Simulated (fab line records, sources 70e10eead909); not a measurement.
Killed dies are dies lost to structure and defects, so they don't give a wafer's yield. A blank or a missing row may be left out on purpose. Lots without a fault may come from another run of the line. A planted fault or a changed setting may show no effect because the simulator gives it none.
Chamber matching | flow nand_harc | NHARC_THIN_TSV_DEP_43 on pecvd-02: 3 sister chambers
The step deposits SiO2, target thk 1328.5 nm. 14 wafers are shown with their chamber, then 7 later ones without.

WAFERS WITH THEIR CHAMBER
wafer  | chamber | throttle_valve_pct (%)
L442.3 | 1       | 16.6
L442.4 | 1       | 16.7
L442.5 | 2       | 16.5
L444.1 | 1       | 16.3
L444.3 | 0       | 15.4
L444.4 | 1       | 16.6
L447.1 | 2       | 16.2
L447.3 | 1       | 16.4
L447.6 | 1       | 16.4
L449.1 | 0       | 15.8
L449.2 | 1       | 16.4
L449.4 | 0       | 15.2
L451.1 | 1       | 16.6
L451.4 | 2       | 16.3

SIGNATURES (means of the wafers above)
reading            | chamber 0 | chamber 1 | chamber 2 | scatter within a chamber
throttle_valve_pct | 15.467    | 16.500    | 16.333    | 0.184
Rule: a wafer's distance from a chamber is the root of the sum, over the readings, of the square of ((its reading less the chamber's mean) divided by the reading's scatter). The wafer belongs to the nearest chamber; if the next one is less than 2 further off, it can't be placed. The scatter: the root of (the sum of the squares of (reading less its chamber's mean) over the shown wafers, divided by (wafers less chambers)).

WAFERS WITHOUT THEIR CHAMBER
wafer  | throttle_valve_pct (%)
L451.5 | 16.3
L452.1 | 16.4
L452.3 | 16.3
L452.5 | 16.4
L455.1 | 16.2
L455.2 | 16.3
L455.6 | 16.0

WHICH CHAMBER EACH WENT THROUGH
wafer  | from the rows above          | in truth
L451.5 | can't be placed: 2 or 1      | 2
L452.1 | can't be placed: 2 or 1      | 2
L452.3 | can't be placed: 2 or 1      | 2
L452.5 | can't be placed: 2 or 1      | 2
L455.1 | can't be placed: 2 or 1      | 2
L455.2 | can't be placed: 2 or 1      | 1
L455.6 | can't be placed: 2 or 1 or 0 | 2
Placed correctly: 0 of 7. Can't be placed from these rows: 7 (the true chamber is among the candidates in 7). Placed wrongly: 0.
